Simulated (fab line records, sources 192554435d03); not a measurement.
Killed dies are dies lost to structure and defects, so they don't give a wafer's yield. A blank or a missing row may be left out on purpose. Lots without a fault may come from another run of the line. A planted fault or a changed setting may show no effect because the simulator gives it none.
Split-lot experiment | flow n5_finfet | 7 lots, 39 wafers read, on a route of 1938 steps

THE SPLIT
At N5_SD_EPI_N_EPI_21 (deposits Si:P, time 690 s), the setting epi_growth_time_s was moved away from the recipe's 690 s on 12 of the 39 wafers read, by -27.1% to +31.1%. The other wafers ran this setting at the recipe's value.

FROM THE SPLIT TO THE READING: what the file shows between them, 6 steps
- N5_SD_EPI_N_EPI_MEAS_23
- N5_SD_EPI_N_PRECLEAN_24: cleans in O3/DIW, time 60 s
- N5_SD_EPI_N_SRD_25: time 30 s
- N5_SD_EPI_N_PRECLEAN_49: cleans in NF3:NH3, afs cycles 1, time 20 s, sublimation time 60 s
- N5_SD_ACTIVATION_RTA_00: time 0 s
- N5_SD_ACTIVATION_LSA_01: time 0.0008 s

THE READING
RS_SD_N, in ohm/sq, at N5_SD_ACTIVATION_RS_MEAS_03 (measures by four-point-probe). Fault-free wafers of this fab line usually give 22.0 ohm/sq, standard deviation 0.31 ohm/sq.

wafer  | tool, chamber at the split | epi_growth_time_s as run, s | against the recipe | RS_SD_N, ohm/sq | against lot-mates on the recipe
L075.1 | epi_rpcvd-02, 0            | 894.6                       | +29.7%             | 18.7            | -3.7
L075.2 | epi_rpcvd-02, 0            | 690                         | recipe             | 22.5            | -
L075.3 | epi_rpcvd-02, 0            | 894.6                       | +29.7%             | 18.7            | -3.7
L075.4 | epi_rpcvd-02, 0            | 690                         | recipe             | 22.6            | -
L075.5 | epi_rpcvd-02, 0            | 894.6                       | +29.7%             | 18.4            | -4.0
L075.6 | epi_rpcvd-02, 0            | 690                         | recipe             | 22.2            | -
L076.1 | epi_rpcvd-02, 0            | 512.9                       | -25.7%             | 27.2            | +5.3
L076.2 | epi_rpcvd-02, 0            | 512.9                       | -25.7%             | 27.5            | +5.6
L076.3 | epi_rpcvd-02, 0            | 512.9                       | -25.7%             | 27.5            | +5.6
L076.4 | epi_rpcvd-02, 0            | 690                         | recipe             | 21.7            | -
L076.5 | epi_rpcvd-02, 0            | 690                         | recipe             | 21.9            | -
L076.6 | epi_rpcvd-02, 0            | 690                         | recipe             | 22.1            | -
L083.1 | epi_rpcvd-02, 0            | 690                         | recipe             | 22.2            | -
L083.2 | epi_rpcvd-02, 0            | 690                         | recipe             | 22.3            | -
L083.3 | epi_rpcvd-02, 0            | 690                         | recipe             | 22.5            | -
L083.4 | epi_rpcvd-02, 0            | 690                         | recipe             | 22.1            | -
L083.5 | epi_rpcvd-02, 0            | 690                         | recipe             | 22.3            | -
L083.6 | epi_rpcvd-02, 0            | 690                         | recipe             | 22.1            | -
L088.1 | epi_rpcvd-03, 0            | 690                         | recipe             | 22.3            | -
L088.2 | epi_rpcvd-03, 0            | 690                         | recipe             | 22.4            | -
L088.3 | epi_rpcvd-03, 0            | 690                         | recipe             | 22.5            | -
L088.4 | epi_rpcvd-03, 0            | 690                         | recipe             | 22.1            | -
L088.5 | epi_rpcvd-03, 0            | 690                         | recipe             | 22.0            | -
L088.6 | epi_rpcvd-03, 0            | 690                         | recipe             | 22.2            | -
L090.1 | epi_rpcvd-04, 0            | 690                         | recipe             | 21.9            | -
L090.2 | epi_rpcvd-04, 0            | 690                         | recipe             | 21.8            | -
L090.3 | epi_rpcvd-04, 0            | 904.5                       | +31.1%             | 17.8            | -4.0
L090.4 | epi_rpcvd-04, 0            | 904.5                       | +31.1%             | 18.0            | -3.8
L090.5 | epi_rpcvd-04, 0            | 904.5                       | +31.1%             | 18.0            | -3.8
L090.6 | epi_rpcvd-04, 0            | 690                         | recipe             | 21.6            | -
L094.1 | epi_rpcvd-03, 0            | 690                         | recipe             | 22.0            | -
L094.5 | epi_rpcvd-03, 0            | 690                         | recipe             | 21.8            | -
L094.6 | epi_rpcvd-03, 0            | 690                         | recipe             | 21.9            | -
L097.1 | epi_rpcvd-04, 0            | 503.3                       | -27.1%             | 28.0            | +6.1
L097.2 | epi_rpcvd-04, 0            | 690                         | recipe             | 21.7            | -
L097.3 | epi_rpcvd-04, 0            | 690                         | recipe             | 21.9            | -
L097.4 | epi_rpcvd-04, 0            | 503.3                       | -27.1%             | 28.1            | +6.2
L097.5 | epi_rpcvd-04, 0            | 503.3                       | -27.1%             | 27.9            | +6.0
L097.6 | epi_rpcvd-04, 0            | 690                         | recipe             | 22.0            | -

THE FIT
A straight line over all 39 wafers: RS_SD_N changes by -0.164 ohm/sq for each +1% of epi_growth_time_s; r = -0.97; the points scatter about the line by 0.63 ohm/sq.
The same after taking each lot's own level away (the mean of its wafers on the recipe; 39 wafers): -0.168 ohm/sq for each +1%; r = -0.97; scatter 0.65 ohm/sq.
On that fit, the largest move of epi_growth_time_s shifts the reading by 5.2 ohm/sq.
The lots' own levels span 21.77 to 22.43 ohm/sq, that is 2.2 times the standard deviation above.
So the lot-to-lot level changes the slope little: the two slopes agree.
Check: with one of the wafers moved furthest among these (+31.1%) left out of the fit, the line predicts -4.93 ohm/sq for it against its lot-mates. It came out at -3.97 ohm/sq against them.

OTHER SPLITS ON THESE WAFERS
These wafers also went through other splits before the reading. Each is held against what the fit with the lots' levels taken away leaves over:
other split on the same wafers                    | wafers away from the commonest value | r with RS_SD_N (lot level and that fit taken away)
N5_ZERO_LAYER_PECVD_02 time_s                     | 12                                   | +0.14
N5_PMOS_HMC_CHANNEL_EPI_DEVELOP_08 develop_time_s | 12                                   | +0.00

THE WHOLE CHAIN: every reading that the file lists as answering this split, in the file's order
step                        | what it does                 | reading                                                                         | change (the file's fit)               | r (the file's)
N5_SD_EPI_N_EPI_21          | deposits Si:P, time 690 s    | Si-P_of_SD_EPI_N_EPI_21.thk_nm (the simulator's own value, which no gauge read) | +0.427 nm for each +1% of the setting | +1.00
N5_SD_EPI_N_EPI_MEAS_23     |                              | thk_nm                                                                          | withheld for each +1% of the setting  | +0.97
N5_SD_EPI_N_PRECLEAN_24     | cleans in O3/DIW, time 60 s  | Si-P_of_SD_EPI_N_EPI_21.thk_nm (the simulator's own value, which no gauge read) | +0.424 nm for each +1% of the setting | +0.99
N5_SD_ACTIVATION_RS_MEAS_03 | measures by four-point-probe | RS_SD_N                                                                         | -0.167 for each +1% of the setting    | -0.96

THE FILE'S OWN FIT
RS_SD_N changes by -0.167 ohm/sq for each +1% of epi_growth_time_s, r = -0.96.
